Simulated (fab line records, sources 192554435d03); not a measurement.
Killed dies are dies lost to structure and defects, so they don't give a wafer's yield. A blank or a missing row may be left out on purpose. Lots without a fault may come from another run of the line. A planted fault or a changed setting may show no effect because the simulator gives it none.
Tool commonality check | flow n5_finfet | 11 lots, 32 wafers sampled

WHY IT WAS OPENED
At N5_BEOL_M8_OVL_MEAS_29 the reading V7_OVL is flagged on 2 of 11 lots. Wafers without a fault read -0.2 nm, standard deviation 0.67.
Rule: a lot is flagged when every wafer of it that has a number lies more than 4 standard deviations from that mean, or none has a number. The other lots count as sound.

lot  | measured     | on         | V7_OVL (nm), wafer by wafer | flag
L869 | day 9 21:58  | overlay-01 | 0.4 -0.2 -0.8               |
L867 | day 9 22:09  | overlay-01 | -0.2 -1.4 -0.2              |
L870 | day 10 17:58 | overlay-02 | 8.3 7.8 8.4                 | FLAGGED
L873 | day 11 09:41 | overlay-01 | 7.9 7.8 8.2                 | FLAGGED
L875 | day 12 03:53 | overlay-02 | -1.2 -0.4                   |
L876 | day 12 04:00 | overlay-02 | -0.8 -1.1 0.1               |
L881 | day 13 05:43 | overlay-01 | 0.0 -0.4 -0.1               |
L879 | day 13 05:49 | overlay-01 | -0.2 0.0 -0.5               |
L880 | day 13 05:51 | overlay-02 | 0.2 0.8 -0.5                |
L882 | day 13 23:51 | overlay-01 | -0.3 0.8 0.5                |
L883 | day 15 20:32 | overlay-02 | -0.7 -0.9 -0.7              |
The numbers of the flagged lots are 8.1 nm on average: +8.3 nm against the usual, or +12 standard deviations.

WHICH TOOL RAN EACH LOT
The record holds 4 process steps before the reading, out of a route of 1938 steps. In each cell: the tool, then ch and the chambers that the sampled wafers went through, then the start.
lot  | flag    | N5_BEOL_M8_HM_DEP_02         | N5_BEOL_M8_ETCH_62                 | N5_BEOL_M8_STRIP_67                | N5_BEOL_M8_EXPOSE_25
L869 |         | pvd_sputter-01, day 9 18:56  | rie_diel-04 ch 0,1,2, day 9 19:31  | rie_diel-04 ch 0,1,2, day 9 19:39  | euv_scanner-01 ch 0, day 9 21:47
L867 |         | pvd_sputter-01, day 9 18:25  | rie_diel-01 ch 1,2, day 9 19:20    | rie_diel-01 ch 1,2, day 9 19:29    | euv_scanner-02 ch 0, day 9 21:59
L870 | FLAGGED | pvd_sputter-02, day 10 16:28 | rie_diel-02 ch 0,2,3, day 10 17:09 | rie_diel-02 ch 0,2,3, day 10 17:18 | euv_scanner-02 ch 0, day 10 17:49
L873 | FLAGGED | pvd_sputter-01, day 11 05:21 | rie_diel-04 ch 0,1,2, day 11 05:55 | rie_diel-04 ch 0,1,2, day 11 06:03 | euv_scanner-02 ch 0, day 11 09:32
L875 |         | pvd_sputter-02, day 12 02:02 | rie_diel-01 ch 0,2, day 12 02:47   | rie_diel-01 ch 0,2, day 12 02:52   | euv_scanner-01 ch 0, day 12 03:44
L876 |         | pvd_sputter-02, day 12 02:08 | rie_diel-04 ch 0,1, day 12 03:17   | rie_diel-04 ch 0,1, day 12 03:26   | euv_scanner-01 ch 0, day 12 03:50
L881 |         | pvd_sputter-02, day 13 01:29 | rie_diel-04 ch 0,2, day 13 03:21   | rie_diel-04 ch 0,2, day 13 03:29   | euv_scanner-01 ch 0, day 13 05:33
L879 |         | pvd_sputter-02, day 13 01:17 | rie_diel-04 ch 1,2,3, day 13 02:49 | rie_diel-04 ch 1,2,3, day 13 02:58 | euv_scanner-01 ch 0, day 13 05:38
L880 |         | pvd_sputter-03, day 13 01:18 | rie_diel-02 ch 0,2,3, day 13 03:10 | rie_diel-02 ch 0,2,3, day 13 03:18 | euv_scanner-01 ch 0, day 13 05:41
L882 |         | pvd_sputter-01, day 13 21:44 | rie_diel-01 ch 0,1, day 13 22:45   | rie_diel-01 ch 0,1, day 13 22:53   | euv_scanner-01 ch 0, day 13 23:41
L883 |         | pvd_sputter-03, day 15 19:07 | rie_diel-02 ch 0,1,2, day 15 19:41 | rie_diel-02 ch 0,1,2, day 15 19:50 | euv_scanner-01 ch 0, day 15 20:22
What these steps do:
- N5_BEOL_M8_HM_DEP_02: deposits TiN, target thk 20 nm.
- N5_BEOL_M8_ETCH_62: etches SOC in N2/H2, target depth 110 nm, overetch 22 nm, time 165 s.
- N5_BEOL_M8_STRIP_67: strips in CF4.
- N5_BEOL_M8_EXPOSE_25: exposes mask V7, target cd 40 nm.
- N5_BEOL_M8_OVL_MEAS_29

FLAGGED OVER TOTAL, TOOL BY TOOL (the gauges that took the reading come last)
step                   | tool           | lots run | flagged | share of the flagged lots | sound lots run after its first flagged lot
N5_BEOL_M8_HM_DEP_02   | pvd_sputter-01 | 4        | 1       | some                      | 1 (L882)
N5_BEOL_M8_HM_DEP_02   | pvd_sputter-02 | 5        | 1       | some                      | 4 (L875,L876,L879,L881)
N5_BEOL_M8_HM_DEP_02   | pvd_sputter-03 | 2        | 0       | none                      | -
N5_BEOL_M8_ETCH_62     | rie_diel-01    | 3        | 0       | none                      | -
N5_BEOL_M8_ETCH_62     | rie_diel-02    | 3        | 1       | some                      | 2 (L880,L883)
N5_BEOL_M8_ETCH_62     | rie_diel-04    | 5        | 1       | some                      | 3 (L876,L879,L881)
N5_BEOL_M8_STRIP_67    | rie_diel-01    | 3        | 0       | none                      | -
N5_BEOL_M8_STRIP_67    | rie_diel-02    | 3        | 1       | some                      | 2 (L880,L883)
N5_BEOL_M8_STRIP_67    | rie_diel-04    | 5        | 1       | some                      | 3 (L876,L879,L881)
N5_BEOL_M8_EXPOSE_25   | euv_scanner-01 | 8        | 0       | none                      | -
N5_BEOL_M8_EXPOSE_25   | euv_scanner-02 | 3        | 2       | all                       | 0
N5_BEOL_M8_OVL_MEAS_29 | overlay-01     | 6        | 1       | some                      | 3 (L881,L879,L882)
N5_BEOL_M8_OVL_MEAS_29 | overlay-02     | 5        | 1       | some                      | 4 (L875,L876,L880,L883)

WHAT THE TABLE ALLOWS
1 row of the table ran every flagged lot: euv_scanner-02 at N5_BEOL_M8_EXPOSE_25.
- euv_scanner-02 at N5_BEOL_M8_EXPOSE_25: 2 of its 3 lots flagged. Its last sound lot is L867 (day 9 21:59), its first flagged lot L870 (day 10 17:49): a fault that began between those two fits.
One tool is left: euv_scanner-02 at N5_BEOL_M8_EXPOSE_25.

WHAT THE SIMULATOR HAD PUT IN
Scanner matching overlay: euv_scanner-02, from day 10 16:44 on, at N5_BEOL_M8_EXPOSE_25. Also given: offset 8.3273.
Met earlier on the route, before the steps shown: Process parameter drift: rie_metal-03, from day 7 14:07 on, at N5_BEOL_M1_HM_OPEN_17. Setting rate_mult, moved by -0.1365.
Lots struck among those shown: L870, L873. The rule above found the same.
